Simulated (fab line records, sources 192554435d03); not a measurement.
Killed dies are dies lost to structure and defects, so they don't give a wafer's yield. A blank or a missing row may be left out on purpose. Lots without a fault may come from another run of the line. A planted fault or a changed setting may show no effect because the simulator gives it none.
Chamber matching | flow n5_finfet | N5_SDB_ETCH_17 on rie_diel-05: 4 sister chambers
The step etches SiARC in CF4, target depth 23.4 nm, time 39 s. 4 wafers are shown with their chamber, then 7 later ones without.

WAFERS WITH THEIR CHAMBER
wafer  | chamber | drypump_motor_current_A (A)
L083.1 | 1       | 5.2
L083.4 | 0       | 6.4
L089.3 | 3       | 5.3
L089.5 | 2       | 5.9

WAFERS WITHOUT THEIR CHAMBER
wafer  | drypump_motor_current_A (A)
L089.6 | 5.3
L096.3 | 5.8
L096.4 | 6.4
L096.5 | 5.1
L097.3 | 5.8
L097.4 | 5.9
L097.6 | 5.2

WHICH CHAMBER EACH WENT THROUGH
wafer  | from the rows above     | in truth
L089.6 | can't be placed: 3 or 1 | 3
L096.3 | 2                       | 2
L096.4 | 0                       | 0
L096.5 | can't be placed: 1 or 3 | 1
L097.3 | 2                       | 2
L097.4 | 2                       | 2
L097.6 | can't be placed: 1 or 3 | 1
Placed correctly: 4 of 7. Can't be placed from these rows: 3 (the true chamber is among the candidates in 3). Placed wrongly: 0.
How it was worked out, from the rows above alone: a wafer's distance from a chamber is the root of the sum, over the readings, of the square of ((its reading less the chamber's mean) divided by the reading's scatter). The wafer belongs to the nearest chamber; if the next one is less than 2 further off, it can't be placed. A chamber's mean is the mean of its shown wafers. The scatter: with one shown wafer a chamber, the root of the mean of the squares of how far each hidden wafer lies from its nearest shown one.
